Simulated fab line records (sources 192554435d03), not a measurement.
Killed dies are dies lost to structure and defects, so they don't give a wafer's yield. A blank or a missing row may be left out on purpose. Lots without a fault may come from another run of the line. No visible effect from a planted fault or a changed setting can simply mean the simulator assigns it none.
Which tool was responsible? | flow n5 finfet | 10 lots, 30 wafers sampled, at 6 steps of a route of 1938

== WHAT THE GAUGES READ, wafer by wafer ==
N5_PASSIVATION_INSPECT_57: inspects for defects (macro). Usual: raw defect count reads 1.9 (standard deviation 1.3).
lot  | measured     | on                | raw defect count | flag
L470 | day 13 19:41 | defect inspect-02 | 1 0 1            |
L473 | day 15 21:20 | defect inspect-01 | 1 1 1            |
L482 | day 17 19:27 | defect inspect-01 | 1 1 0            |
L488 | day 18 00:03 | defect inspect-01 | 6 2 2            |
L486 | day 18 18:14 | defect inspect-01 | >300 >300 288    | OFF
L483 | day 18 19:13 | defect inspect-02 | >300 >300 >300   | OFF
L487 | day 18 23:32 | defect inspect-01 | 292 >300 >300    | OFF
L489 | day 19 03:34 | defect inspect-02 | 2 0 2            |
L490 | day 20 22:47 | defect inspect-02 | 3 0 0            |
L491 | day 21 02:40 | defect inspect-02 | 3 2 1            |

== WHAT TOOL EACH LOT RAN ON (gives the tool, then ch and the chambers of the sampled wafers, and finally the start) ==
lot  | N5_PASSIVATION_DEGAS_18      | N5_PASSIVATION_PRE_CLEAN_19  | N5_PASSIVATION_PASS_ETCH_47        | N5_PASSIVATION_ETCH_54             | N5_PASSIVATION_PROBE_49
L470 | pvd sputter-01, day 13 13:19 | pvd sputter-01, day 13 13:22 | rie diel-02 ch 0,3, day 13 16:17   | rie diel-02 ch 0,3, day 13 16:31   | prober-01, day 13 19:26
L473 | pvd sputter-01, day 15 15:01 | pvd sputter-01, day 15 15:03 | rie diel-05 ch 0,1, day 15 17:58   | rie diel-05 ch 0,1, day 15 18:11   | prober-02, day 15 20:59
L482 | pvd sputter-03, day 17 13:17 | pvd sputter-03, day 17 13:20 | rie diel-04 ch 0,3, day 17 16:05   | rie diel-04 ch 0,3, day 17 16:19   | prober-02, day 17 19:08
L488 | pvd sputter-03, day 17 17:57 | pvd sputter-03, day 17 17:59 | rie diel-05 ch 0,1,2, day 17 20:36 | rie diel-05 ch 0,1,2, day 17 20:50 | prober-01, day 17 23:45
L486 | pvd sputter-01, day 18 11:25 | pvd sputter-01, day 18 11:28 | rie diel-05 ch 0,2,3, day 18 14:29 | rie diel-05 ch 0,2,3, day 18 14:43 | prober-01, day 18 17:56
L483 | pvd sputter-01, day 18 12:14 | pvd sputter-01, day 18 12:17 | rie diel-05 ch 1,3, day 18 15:05   | rie diel-05 ch 1,3, day 18 15:19   | prober-02, day 18 18:57
L487 | pvd sputter-02, day 18 17:29 | pvd sputter-02, day 18 17:32 | rie diel-05 ch 1,2,3, day 18 20:08 | rie diel-05 ch 1,2,3, day 18 20:22 | prober-01, day 18 23:11
L489 | pvd sputter-02, day 18 21:27 | pvd sputter-02, day 18 21:29 | rie diel-02 ch 0,1, day 19 00:12   | rie diel-02 ch 0,1, day 19 00:26   | prober-02, day 19 03:19
L490 | pvd sputter-03, day 20 16:48 | pvd sputter-03, day 20 16:50 | rie diel-02 ch 0,2,3, day 20 19:26 | rie diel-02 ch 0,2,3, day 20 19:40 | prober-02, day 20 22:26
L491 | pvd sputter-01, day 20 20:36 | pvd sputter-01, day 20 20:38 | rie diel-02 ch 0,2,3, day 20 23:19 | rie diel-02 ch 0,2,3, day 20 23:32 | prober-02, day 21 02:19
- N5_PASSIVATION_DEGAS_18: time 60 s.
- N5_PASSIVATION_PRE_CLEAN_19
- N5_PASSIVATION_PASS_ETCH_47: etches SiNx in CF4/O2, target depth 770 nm, time 385 s.
- N5_PASSIVATION_ETCH_54: etches SiO2 in CHF3/O2, target depth 880 nm, time 440 s.
- N5_PASSIVATION_PROBE_49

== WHAT THE TOOLS THEMSELVES READ (means of the sampled wafers that have a number; where no wafer has one, the mark that the record gives instead) ==
N5_PASSIVATION_DEGAS_18. Usual: heater power w reads 467 W (standard deviation 42).
lot  | tool           | heater power w (W) | flag
L470 | pvd sputter-01 | 484                |
L473 | pvd sputter-01 | 466                |
L482 | pvd sputter-03 | 467                |
L488 | pvd sputter-03 | 446                |
L486 | pvd sputter-01 | 442                |
L483 | pvd sputter-01 | 477                |
L487 | pvd sputter-02 | 471                |
L489 | pvd sputter-02 | 443                |
L490 | pvd sputter-03 | 469                |
L491 | pvd sputter-01 | 490                |

N5_PASSIVATION_PRE_CLEAN_19. Usual: heater power w reads 467 W (standard deviation 43).
lot  | tool           | heater power w (W) | flag
L470 | pvd sputter-01 | 489                |
L473 | pvd sputter-01 | 463                |
L482 | pvd sputter-03 | 483                |
L488 | pvd sputter-03 | 443                |
L486 | pvd sputter-01 | 443                |
L483 | pvd sputter-01 | 479                |
L487 | pvd sputter-02 | 475                |
L489 | pvd sputter-02 | 439                |
L490 | pvd sputter-03 | 473                |
L491 | pvd sputter-01 | 501                |

N5_PASSIVATION_PASS_ETCH_47. Usual: O2_flow_sccm 10.00 sccm, standard deviation 0.033; drypump motor current A 5.8 A, standard deviation 0.39; oes product au 0.81 a.u., standard deviation 0.1; rf vpp V 241.2 V, standard deviation 1.6; showerhead plenum p Torr 2.19 Torr, standard deviation 0.042; throttle valve pct 15.74 %, standard deviation 0.25.
lot  | tool        | O2_flow_sccm (sccm) | drypump motor current A (A) | oes product au (a.u.) | rf vpp V (V) | showerhead plenum p Torr (Torr) | throttle valve pct (%) | flag
L470 | rie diel-02 | 9.99                | 5.9                         | 0.88                  | 242.1        | 2.24                            | 15.70                  |
L473 | rie diel-05 | 9.99                | 6.2                         | 0.73                  | 239.8        | 2.17                            | 15.92                  |
L482 | rie diel-04 | 10.01               | 5.8                         | 0.85                  | 239.3        | 2.18                            | 15.59                  |
L488 | rie diel-05 | 9.99                | 6.0                         | 0.79                  | 240.8        | 2.16                            | 15.72                  |
L486 | rie diel-05 | 10.01               | 5.8                         | 0.85                  | 240.0        | 2.20                            | 15.66                  |
L483 | rie diel-05 | 10.03               | 6.0                         | 0.83                  | 241.2        | 2.17                            | 15.67                  |
L487 | rie diel-05 | 10.00               | 5.8                         | 0.88                  | 241.5        | 2.18                            | 15.57                  |
L489 | rie diel-02 | 9.99                | 6.0                         | 0.82                  | 242.7        | 2.19                            | 15.85                  |
L490 | rie diel-02 | 10.02               | 5.6                         | 0.84                  | 242.3        | 2.20                            | 15.83                  |
L491 | rie diel-02 | 10.01               | 5.6                         | 0.84                  | 242.2        | 2.19                            | 15.83                  |

N5_PASSIVATION_ETCH_54. Usual: O2_flow_sccm 4.998 sccm, standard deviation 0.014; drypump motor current A 5.8 A, standard deviation 0.39; oes product au 0.81 a.u., standard deviation 0.1; rf vpp V 525 V, standard deviation 3.5; showerhead plenum p Torr 2.39 Torr, standard deviation 0.047; throttle valve pct 18.68 %, standard deviation 0.23.
lot  | tool        | O2_flow_sccm (sccm) | drypump motor current A (A) | oes product au (a.u.) | rf vpp V (V) | showerhead plenum p Torr (Torr) | throttle valve pct (%) | flag
L470 | rie diel-02 | 5.000               | 5.9                         | 0.89                  | 527          | 2.45                            | 18.65                  |
L473 | rie diel-05 | 5.006               | 6.2                         | 0.73                  | 523          | 2.37                            | 18.82                  |
L482 | rie diel-04 | 4.978               | 5.8                         | 0.85                  | 520          | 2.39                            | 18.53                  |
L488 | rie diel-05 | 5.009               | 6.0                         | 0.79                  | 523          | 2.36                            | 18.65                  |
L486 | rie diel-05 | 5.008               | 5.8                         | 0.85                  | 521          | 2.41                            | 18.61                  |
L483 | rie diel-05 | 5.005               | 6.0                         | 0.83                  | 527          | 2.37                            | 18.59                  |
L487 | rie diel-05 | 4.999               | 5.8                         | 0.87                  | 524          | 2.39                            | 18.50                  |
L489 | rie diel-02 | 5.005               | 6.0                         | 0.82                  | 529          | 2.39                            | 18.77                  |
L490 | rie diel-02 | 5.000               | 5.6                         | 0.84                  | 527          | 2.40                            | 18.79                  |
L491 | rie diel-02 | 4.996               | 5.6                         | 0.84                  | 527          | 2.40                            | 18.79                  |

N5_PASSIVATION_PROBE_49. Usual: defect limited yield 90.8 %, standard deviation 1.7; killed_at_M0_to_M3 37, standard deviation 12; killed_at_M4_up 15, standard deviation 5.6; killed at contacts 13, standard deviation 6.9; killed at front end 40, standard deviation 11; killed at other 4, standard deviation 3.2; killed dies 109, standard deviation 20; killed open 73, standard deviation 15; killed short 35, standard deviation 8.3; sort_bin_5_function 5.4 %, standard deviation 1.1; sort_bin_6_memory 3.5 %, standard deviation 0.73; sort n pass 1071, standard deviation 20; sort yield pct 90.8 %, standard deviation 1.7.
lot  | tool      | defect limited yield (%) | killed_at_M0_to_M3 | killed_at_M4_up | killed at contacts | killed at front end | killed at other | killed dies | killed open | killed short | sort_bin_5_function (%) | sort_bin_6_memory (%) | sort n pass | sort yield pct (%) | flag
L470 | prober-01 | 89.8                     | 39                 | 12              | 21                 | 44                  | 5               | 120         | 90          | 30           | 6.0                     | 3.8                   | 1060        | 89.8               |
L473 | prober-02 | 93.1                     | 25                 | 16              | 10                 | 30                  | 1               | 81          | 52          | 29           | 3.8                     | 2.8                   | 1099        | 93.1               |
L482 | prober-02 | 92.3                     | 24                 | 14              | 12                 | 38                  | 3               | 91          | 60          | 30           | 4.3                     | 3.1                   | 1089        | 92.3               |
L488 | prober-01 | 89.2                     | 50                 | 15              | 30                 | 30                  | 2               | 128         | 86          | 40           | 6.4                     | 4.1                   | 1052        | 89.2               |
L486 | prober-01 | 83.6                     | 37                 | 13              | 14                 | 29                  | 101             | 194         | 57          | 38           | 10.4                    | 4.0                   | 986         | 83.6               | OFF
L483 | prober-02 | 86.6                     | 33                 | 10              | 13                 | 29                  | 73              | 159         | 56          | 35           | 8.3                     | 3.8                   | 1021        | 86.6               | OFF
L487 | prober-01 | 84.2                     | 29                 | 17              | 11                 | 42                  | 87              | 186         | 68          | 34           | 10.3                    | 4.1                   | 994         | 84.2               | OFF
L489 | prober-02 | 91.2                     | 31                 | 16              | 13                 | 43                  | 1               | 104         | 69          | 36           | 4.6                     | 3.9                   | 1076        | 91.2               |
L490 | prober-02 | 90.4                     | 30                 | 18              | 15                 | 45                  | 6               | 114         | 77          | 35           | 6.3                     | 3.0                   | 1066        | 90.4               |
L491 | prober-02 | 90.9                     | 36                 | 16              | 9                  | 43                  | 4               | 108         | 73          | 33           | 5.7                     | 3.2                   | 1072        | 90.9               |

== THE ANSWER, worked out from the rows above alone ==
Rule: take the mean of a lot's wafers that have a number; if it is more than 3 standard deviations from the usual mean, the lot is off. A lot without any number at a reading at which 4 lots or more have one is off too. Where the step has rows for the other lots, those lots are counted as sound. First the gauges in route order, then the tools' own readings, where a lot's mean is used as printed above. At the first step where some lot is off, the reading lying furthest off is the one used; lots without a number count as furthest.
Off: L486, L483, L487 (N5_PASSIVATION_INSPECT_57, raw defect count). Without a number there: L483.
If a tool, at a process step before that reading, ran all the lots that are off and no sound lot after the first of them, it fits. Not tried: the gauges at N5_PASSIVATION_INSPECT_57; whatever is off there is also off at N5_PASSIVATION_PROBE_49, on other tools, and gauge error can't account for it. One fits: rie diel-05 at N5_PASSIVATION_PASS_ETCH_47 and N5_PASSIVATION_ETCH_54. At N5_PASSIVATION_PASS_ETCH_47 its last sound lot is L488 (day 17 20:36), its first lot that is off L486 (day 18 14:29): a fault that began between those two fits.

== WHAT THE SIMULATOR HAD PUT IN ==
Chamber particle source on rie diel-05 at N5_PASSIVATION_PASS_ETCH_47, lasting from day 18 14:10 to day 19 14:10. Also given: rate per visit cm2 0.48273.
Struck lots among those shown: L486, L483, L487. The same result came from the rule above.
